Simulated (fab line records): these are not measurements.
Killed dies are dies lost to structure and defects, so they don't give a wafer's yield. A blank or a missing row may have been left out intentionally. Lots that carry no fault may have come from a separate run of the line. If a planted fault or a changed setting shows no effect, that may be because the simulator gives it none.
One fault seen from 2 desks || flow nand_harc || only its own numbers are on each desk; what lay behind them is given at the end

THE DEFECT DESK
Inspection counts along the route, by lot: the mean over sampled wafers that carry a number. If a lot's mean is further than 4 standard deviations from the usual mean, the lot is out of limits and carries the mark OUT (the distance appears in the brackets).
Columns: A = raw_defect_count at NHARC_A_M0_INSPECT_11, usual 89
{"lot": "L861", "first seen here": "day 23 12:05", "A": 102}
{"lot": "L865", "first seen here": "day 23 23:05", "A": 152}
{"lot": "L867", "first seen here": "day 24 20:20", "A": 63}
{"lot": "L868", "first seen here": "day 25 12:50", "A": 75}
{"lot": "L869", "first seen here": "day 26 10:48", "A": 138}
{"lot": "L870", "first seen here": "day 26 21:34", "A": 86}
{"lot": "L871", "first seen here": "day 27 02:28", "A": 50}
{"lot": "L872", "first seen here": "day 27 08:08", "A": 106}
{"lot": "L873", "first seen here": "day 27 12:10", "A": 50}
{"lot": "L875", "first seen here": "day 28 10:31", "A": 96}
{"lot": "L874", "first seen here": "day 28 19:24", "A": 117}
{"lot": "L883", "first seen here": "day 31 13:02", "A": 80}
{"lot": "L884", "first seen here": "day 32 10:04", "A": 77}
This desk's finding: nothing out of limits on any of the 13 lots.

TOOL OWNER'S DESK, litho_track-04
The tool's own readings at NHARC_A_M1_DEVELOP_08 (develop time 35 s): means of the sampled wafers that have a number, for each lot that ran on this tool. If a lot's mean is further than 4 standard deviations from the usual mean, the lot is out of limits and carries the mark OUT (the distance appears in the brackets).
Columns: A = developer_temp_C at NHARC_A_M1_DEVELOP_08, usual 23.01 C; B = resist_line_temp_C at NHARC_A_M1_DEVELOP_08, usual 23.01 C
{"lot": "L867", "first seen here": "day 25 00:00", "A": 23.07, "B": 23.10}
{"lot": "L868", "first seen here": "day 25 16:00", "A": 23.06, "B": 22.97}
{"lot": "L871", "first seen here": "day 27 06:00", "A": 23.06, "B": 23.12}
{"lot": "L872", "first seen here": "day 27 11:00", "A": 23.09, "B": 22.93}
{"lot": "L875", "first seen here": "day 28 14:00", "A": "23.86 (+9.1) OUT", "B": 22.97}
{"lot": "L874", "first seen here": "day 28 23:00", "A": "23.92 (+9.7) OUT", "B": 23.15}
This desk finds L874, L875 out of limits, L875 being first, at day 28 14:00 (developer_temp_C at NHARC_A_M1_DEVELOP_08). L867, L868, L871, L872: within limits.

TAKEN TOGETHER
The tool owner's desk could have raised an alarm at day 28 14:00, on L874, L875.
No out-of-limits result turned up at the defect desk.
The defect desk has L874, L875 on record, within its limits.
Every lot named ran NHARC_A_M1_DEVELOP_08 on litho_track-04.

WHAT WAS PUT IN BY THE SIMULATOR
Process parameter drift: litho_track-04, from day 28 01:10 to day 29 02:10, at NHARC_A_M1_DEVELOP_08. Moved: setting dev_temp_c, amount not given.
Lots struck among those shown: L874, L875.
Each desk's first reading out of limits, in hours after the fault started: the tool owner's desk, 13.
